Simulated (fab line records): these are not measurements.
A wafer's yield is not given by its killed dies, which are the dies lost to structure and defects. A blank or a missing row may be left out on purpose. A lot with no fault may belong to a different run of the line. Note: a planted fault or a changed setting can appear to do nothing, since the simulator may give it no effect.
The tool behind it: which one? | flow n5_finfet | 11 lots, 33 wafers sampled, at 3 steps of a route of 1938

## WHAT THE GAUGES SHOWED, per wafer
N5_BEOL_M7_OCD_MEAS_38.
lot  | measured     | on     | trench_depth_nm (nm)
L800 | day 9 01:25  | ocd-02 | 92.8 91.3 92.0
L801 | day 9 07:20  | ocd-02 | 91.9 92.6 92.1
L803 | day 9 09:35  | ocd-01 | 90.7 92.0 91.0
L804 | day 9 10:06  | ocd-02 | 90.0 92.7 92.2
L805 | day 9 22:19  | ocd-02 | 92.4 94.3 91.4
L808 | day 10 21:20 | ocd-02 | 91.6 93.6 94.0
L810 | day 11 17:33 | ocd-02 | 91.3 92.8 91.5
L818 | day 13 12:12 | ocd-01 | 96.3 93.5 95.8
L819 | day 14 06:18 | ocd-02 | 95.2 93.2 94.3
L822 | day 14 12:48 | ocd-01 | 93.0 93.0 94.9
L820 | day 14 14:56 | ocd-01 | 96.0 95.5 92.2

## WHICH TOOL RAN EACH LOT (tool, then ch and the chambers of the sampled wafers, then the start)
lot  | N5_BEOL_M7_ETCH_66                 | N5_BEOL_M7_STRIP_80
L800 | rie_diel-04 ch 1,2,3, day 9 01:04  | rie_diel-04 ch 1,2,3, day 9 01:25 or earlier
L801 | rie_diel-02 ch 1,3, day 9 06:59    | rie_diel-02 ch 1,3, day 9 07:20 or earlier
L803 | rie_diel-02 ch 2,3, day 9 09:14    | rie_diel-02 ch 2,3, day 9 09:35 or earlier
L804 | rie_diel-02 ch 1,2, day 9 09:45    | rie_diel-02 ch 1,2, day 9 10:06 or earlier
L805 | rie_diel-05 ch 0,1,3, day 9 21:58  | rie_diel-05 ch 0,1,3, day 9 22:19 or earlier
L808 | rie_diel-04 ch 0,2, day 10 20:59   | rie_diel-04 ch 0,2, day 10 21:20 or earlier
L810 | rie_diel-04 ch 0,3, day 11 17:11   | rie_diel-04 ch 0,3, day 11 17:33 or earlier
L818 | rie_diel-04 ch 1,2,3, day 13 11:51 | rie_diel-04 ch 1,2,3, day 13 12:12 or earlier
L819 | rie_diel-04 ch 1,2, day 14 05:57   | rie_diel-04 ch 1,2, day 14 06:18 or earlier
L822 | rie_diel-04 ch 0,1,3, day 14 12:26 | rie_diel-04 ch 0,1,3, day 14 12:48 or earlier
L820 | rie_diel-04 ch 1,2,3, day 14 14:35 | rie_diel-04 ch 1,2,3, day 14 14:56 or earlier
- N5_BEOL_M7_ETCH_66: etches SOC in N2/H2, target depth 80 nm, overetch 16 nm, time 120 s.
- N5_BEOL_M7_STRIP_80: strips in N2/H2, time 10 s.

## THE ANSWER, worked out from the rows above alone
Rule: the lots themselves supply what counts as usual. Put in order of their means at a reading, lots are off if they are a third of the lots or fewer, leave a main group of 4 or more, and stand apart from it by a gap of 3 or more times the standard deviation of the main group's means; of several such gaps the widest counts. If all means in a main group match to the digits the tables above print for the reading, that group is not used. Also off: a lot with no number at a reading for which 4 or more lots have one. The other lots that the step has rows for count as sound.
No lot is off at any reading shown: from this, nothing can be told.

## WHAT THE SIMULATOR HAD PUT IN
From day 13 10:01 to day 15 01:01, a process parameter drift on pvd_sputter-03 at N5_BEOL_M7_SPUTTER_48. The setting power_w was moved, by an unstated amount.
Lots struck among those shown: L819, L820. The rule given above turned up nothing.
